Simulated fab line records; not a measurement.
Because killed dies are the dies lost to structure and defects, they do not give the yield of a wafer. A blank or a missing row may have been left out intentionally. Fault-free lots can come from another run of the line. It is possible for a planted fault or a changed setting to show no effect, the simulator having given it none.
Chamber matching | flow nand harc | NHARC_A_STAIRCASE_ALD_415 on ald hk-02: 4 sister chambers
The step deposits SiO2, target thk 30 nm, pulse time 6 s, ald cycles 300. 14 wafers are shown with their chamber, then 7 later ones without.

WAFERS WITH THEIR CHAMBER
wafer  | chamber | heater power outer w (W) | heater power w (W) | precursor pulse height rel
L075.1 | 2       | 247                      | 409                | 0.998
L075.2 | 1       | 346                      | 544                | 1.009
L075.4 | 0       | 249                      | 469                | 0.991
L079.1 | 0       | 257                      | 474                | 1.025
L079.4 | 1       | 340                      | 540                | 0.986
L079.5 | 1       | 343                      | 551                | 1.023
L080.3 | 2       | 243                      | 412                | 1.031
L080.4 | 0       | 251                      | 460                | 1.025
L080.5 | 3       | 317                      | 532                | 1.023
L082.1 | 2       | 244                      | 403                | 0.966
L082.2 | 1       | 348                      | 541                | 1.012
L082.6 | 0       | 248                      | 471                | 1.010
L085.1 | 0       | 258                      | 460                | 0.996
L085.2 | 2       | 244                      | 407                | 1.012

SIGNATURES (averages over the wafers above)
reading                    | chamber 0 | chamber 1 | chamber 2 | chamber 3 | scatter within a chamber
heater power outer w       | 252.60    | 344.25    | 244.50    | 317.00    | 3.62
heater power w             | 466.80    | 544.00    | 407.75    | 532.00    | 5.32
precursor pulse height rel | 1.00940   | 1.00750   | 1.00175   | 1.02300   | 0.02
Rule: a wafer's distance from a chamber is the root of the sum, over the readings, of the square of ((its reading less the chamber's mean) divided by the reading's scatter). The wafer belongs to the nearest chamber; if the next one is less than 2 further off, it can't be placed. How the scatter is found: for the shown wafers, subtract from each reading the mean of its chamber, square and add these, divide the total by (wafers less chambers), then take the root.

WAFERS WITHOUT THEIR CHAMBER
wafer  | heater power outer w (W) | heater power w (W) | precursor pulse height rel
L085.5 | 238                      | 409                | 0.983
L090.2 | 243                      | 405                | 0.999
L090.3 | 300                      | 486                | 1.012
L090.4 | 350                      | 540                | 1.006
L096.2 | 340                      | 541                | 0.995
L096.5 | 335                      | 550                | 1.013
L096.6 | 263                      | 476                | 1.022

WHICH CHAMBER EACH ONE RAN IN
wafer  | from the rows above | in truth
L085.5 | 2                   | 2
L090.2 | 2                   | 2
L090.3 | 3                   | 3
L090.4 | 1                   | 1
L096.2 | 1                   | 1
L096.5 | 1                   | 1
L096.6 | 0                   | 0
Placed correctly: 7 of 7. From these rows, 0 cannot be placed. Number placed wrongly: 0.
